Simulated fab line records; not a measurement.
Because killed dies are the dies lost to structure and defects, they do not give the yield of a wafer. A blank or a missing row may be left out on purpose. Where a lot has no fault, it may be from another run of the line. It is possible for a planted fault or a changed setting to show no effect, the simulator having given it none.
Comparing a struck lot with a sound one ; flow n5Finfet ; 14 steps out of a route of 1938
Sound: the wafers L702.1, L702.5, L702.6. Wafers struck: L708.1, L708.4, L708.6. The cause is named last.
Each step with rows lists, per side, the tool, then ch with its chambers, then its first start. Under that, the readings that differ: sound wafers ; struck wafers ; difference of the means ; sigmas: that difference in standard deviations of wafers without a fault.
alike: same words and numbers on both sides, and readings whose means sit less than 2 such deviations apart. not compared: any withheld reading, any reading some wafer has no value for, any bound like >300 that may hide the same value, and any number with overlapping values for which the record gives no deviation.
Wherever a step has rows on one side only, a row that says differs or no value, or a row with sigmas, the two part there. Numbers that have no deviation but don't overlap get no sigmas and don't part them. A reading that every wafer of one side lacks parts them only if that side has two wafers or more.

first, 2 steps without rows for these wafers: N5_BEOL_M1_STRIP_65 (strips in N2/H2); N5_BEOL_M1_STRIP_75 (strips in N2/H2).
N5_BEOL_M1_STRIP_66: strips in CF4.
  sound on rieDiel-06 ch 1,2,3, day 8 23:08; struck on rieDiel-06 ch 0,1,3, day 10 13:37
  alike: chamberPressureMTorr, drypumpMotorCurrentA, oesProductAu, rfVppV, showerheadPlenumPTorr, throttleValvePct
  not compared: rfHoursCounterH
N5_BEOL_M1_HM_OPEN_17: chemistry Cl2/BCl3, target TiN, target depth 20 nm, overetch 6 nm.
  sound on rieMetal-02 ch 0,1, day 8 23:10; struck on rieMetal-01 ch 0,1, day 10 13:39
  alike: chamberPressureMTorr, drypumpMotorCurrentA, oesProductAu, throttleValvePct
  not compared: rfHoursCounterH
N5_BEOL_M1_STRIP_19: strips in O2.
  sound on rieDiel-01 ch 2,3, day 8 23:26; struck on rieDiel-02 ch 0,2, day 10 13:47
  alike: chamberPressureMTorr, drypumpMotorCurrentA, o2FlowSccm, oesProductAu, rfVppV, showerheadPlenumPTorr, throttleValvePct
  not compared: rfHoursCounterH
N5_BEOL_M1_CD_MEAS_18: pitch 36 nm, target cd 18 nm.
  sound on cdSem-01 at day 8 23:30; struck on cdSem-03 at day 10 13:52
  alike: cdNm
then, 6 steps without rows for these wafers: N5_BEOL_M1_COAT_67 (time 60 s, resist thk 60 nm); N5_BEOL_M1_COAT_68 (time 60 s, resist thk 12 nm); N5_BEOL_M1_COAT_76 (time 60 s, resist thk 5 nm); N5_BEOL_M1_COAT_22 (resist thk 30 nm); N5_BEOL_M1_EBR_24; N5_BEOL_M1_SOFTBAKE_23 (time 60 s).
N5_BEOL_M1_EXPOSE_25: exposes mask V0, defocus 5 nm, target cd 24 nm.
  struck on euvScanner-02, day 10 14:02; sound on euvScanner-02 ch 0, day 8 23:48
  no value came back on the struck wafers for dipoleOpeningDeg (degrees), exposureDoseMJCm2, na; on the sound wafers dipoleOpeningDeg (degrees) reads 30 30 30
  alike: mask
then, 1 step without rows for these wafers: N5_BEOL_M1_PEB_26 (peb time 60 s).

## WHERE THEY PART
Within this record, at N5_BEOL_M1_EXPOSE_25 only.

WHY: whatever the simulator had introduced
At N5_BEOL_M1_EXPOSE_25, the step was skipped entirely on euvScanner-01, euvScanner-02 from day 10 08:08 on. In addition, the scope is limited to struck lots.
